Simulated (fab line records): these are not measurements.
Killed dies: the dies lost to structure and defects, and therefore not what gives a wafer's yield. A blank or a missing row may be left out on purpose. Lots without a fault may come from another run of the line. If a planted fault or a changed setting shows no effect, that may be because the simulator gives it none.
Chamber matching	flow nand harc	4 sister chambers for NHARC_P_GATE_DESCUM_48 on rie diel-04
The step chemistry O2, time 3 s. 30 wafers are shown with their chamber, then 12 later ones without.

== WAFERS WITH THEIR CHAMBER ==
wafer	chamber	showerhead plenum p Torr (Torr)	oes product au (a.u.)	rf vpp V (V)
L074.2	2	2.03	1.026	58.6
L074.4	0	2.06	0.999	56.8
L074.6	2	2.03	1.029	57.3
L076.2	3	2.04	1.014	58.3
L076.5	2	2.03	1.014	58.7
L076.6	0	2.06	0.989	58.5
L079.3	2	2.03	1.022	59.5
L079.5	0	2.06	1.008	57.2
L079.6	3	2.04	1.013	60.0
L080.1	2	2.03	1.027	58.4
L080.4	2	2.03	1.035	57.6
L080.5	0	2.06	0.998	57.1
L085.1	1	2.05	0.986	59.3
L085.4	3	2.03	0.999	58.5
L085.5	3	2.03	1.001	58.7
L085.2	0	2.06	1.009	58.9
L085.3	2	2.03	0.991	56.6
L085.6	0	2.06	1.008	57.8
L090.1	3	2.03	1.004	57.5
L090.2	0	2.06	1.019	57.5
L090.4	1	2.05	0.983	58.8
L091.1	1	2.05	0.976	57.5
L091.2	2	2.03	1.003	58.9
L091.3	3	2.03	0.995	57.3
L091.4	0	2.06	1.014	58.6
L091.5	2	2.03	1.002	58.8
L091.6	1	2.05	0.975	59.3
L092.4	3	2.03	0.996	59.2
L092.5	1	2.05	0.966	58.7
L092.6	0	2.06	0.999	57.9

SIGNATURES (averages over the wafers above)
reading	chamber 0	chamber 1	chamber 2	chamber 3	scatter within a chamber
showerhead plenum p Torr	2.0600	2.0500	2.0300	2.0329	0.00234
oes product au	1.00478	0.97720	1.01656	1.00314	0.0109
rf vpp V	57.811	58.720	58.267	58.500	0.841
Rule: distance of a wafer from a chamber = root of the sum over the readings of ((wafer's reading minus chamber's mean) / reading's scatter) squared. If the next closest chamber is less than 2 further off than the closest, the wafer can't be placed; otherwise it belongs to the closest. The scatter: the root of (the sum of the squares of (reading less its chamber's mean) over the shown wafers, divided by (wafers less chambers)).

== WAFERS WHOSE CHAMBER IS MISSING ==
wafer	showerhead plenum p Torr (Torr)	oes product au (a.u.)	rf vpp V (V)
L093.1	2.03	0.998	57.5
L093.4	2.05	0.980	57.9
L093.5	2.03	0.988	59.6
L095.2	2.02	0.992	58.1
L095.4	2.05	0.975	58.2
L095.6	2.02	0.997	59.2
L095.1	2.06	1.011	57.9
L095.3	2.03	0.996	58.5
L095.5	2.05	0.989	58.8
L097.1	2.02	1.011	58.9
L097.3	2.06	1.031	57.6
L097.4	2.03	1.005	59.7

== WHICH CHAMBER EACH ONE RAN IN ==
wafer	from the rows above	in truth
L093.1	can't be placed: 3 or 2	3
L093.4	1	1
L093.5	can't be placed: 3 or 2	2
L095.2	can't be placed: 2 or 3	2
L095.4	1	1
L095.6	can't be placed: 2 or 3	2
L095.1	0	0
L095.3	can't be placed: 3 or 2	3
L095.5	1	1
L097.1	can't be placed: 2 or 3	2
L097.3	0	0
L097.4	can't be placed: 3 or 2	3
Correctly placed: 5 of 12. From these rows, 7 cannot be placed; in 7 the true chamber is one of the candidates. Number placed wrongly: 0.
